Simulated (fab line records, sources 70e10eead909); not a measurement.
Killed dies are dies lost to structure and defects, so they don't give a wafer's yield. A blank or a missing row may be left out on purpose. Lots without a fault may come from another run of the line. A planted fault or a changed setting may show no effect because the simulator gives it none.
Chamber matching | flow nand_harc | NHARC_A_CHANNEL_FILL_D1_ALD_14 on ald_hk-02: 4 sister chambers
The step deposits SiO2, target thk 2.5 nm, pulse time 10 s, ald cycles 25. 7 wafers are shown with their chamber, then 8 later ones without.

WAFERS WITH THEIR CHAMBER
wafer  | chamber | heater_power_w (W) | precursor_pulse_height_rel
L082.1 | 1       | 404                | 0.996
L082.5 | 2       | 444                | 0.983
L084.5 | 1       | 394                | 0.993
L090.2 | 0       | 469                | 1.022
L090.4 | 3       | 526                | 0.997
L090.5 | 3       | 519                | 1.027
L094.1 | 0       | 482                | 1.013

WAFERS WITHOUT THEIR CHAMBER
wafer  | heater_power_w (W) | precursor_pulse_height_rel
L094.4 | 465                | 0.977
L094.6 | 541                | 1.000
L096.2 | 456                | 0.979
L096.3 | 475                | 0.997
L096.5 | 369                | 0.970
L097.1 | 459                | 0.990
L097.2 | 385                | 1.009
L097.6 | 536                | 1.051

WHICH CHAMBER EACH WENT THROUGH
wafer  | from the rows above     | in truth
L094.4 | can't be placed: 2 or 0 | 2
L094.6 | 3                       | 3
L096.2 | 2                       | 2
L096.3 | 0                       | 0
L096.5 | 1                       | 1
L097.1 | can't be placed: 2 or 0 | 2
L097.2 | 1                       | 1
L097.6 | 3                       | 3
Placed correctly: 6 of 8. Can't be placed from these rows: 2 (the true chamber is among the candidates in 2). Placed wrongly: 0.
How it was worked out, from the rows above alone: a wafer's distance from a chamber is the root of the sum, over the readings, of the square of ((its reading less the chamber's mean) divided by the reading's scatter). The wafer belongs to the nearest chamber; if the next one is less than 2 further off, it can't be placed. A chamber's mean is the mean of its shown wafers. The scatter: the root of (the sum of the squares of (reading less its chamber's mean) over the shown wafers, divided by (wafers less chambers)).
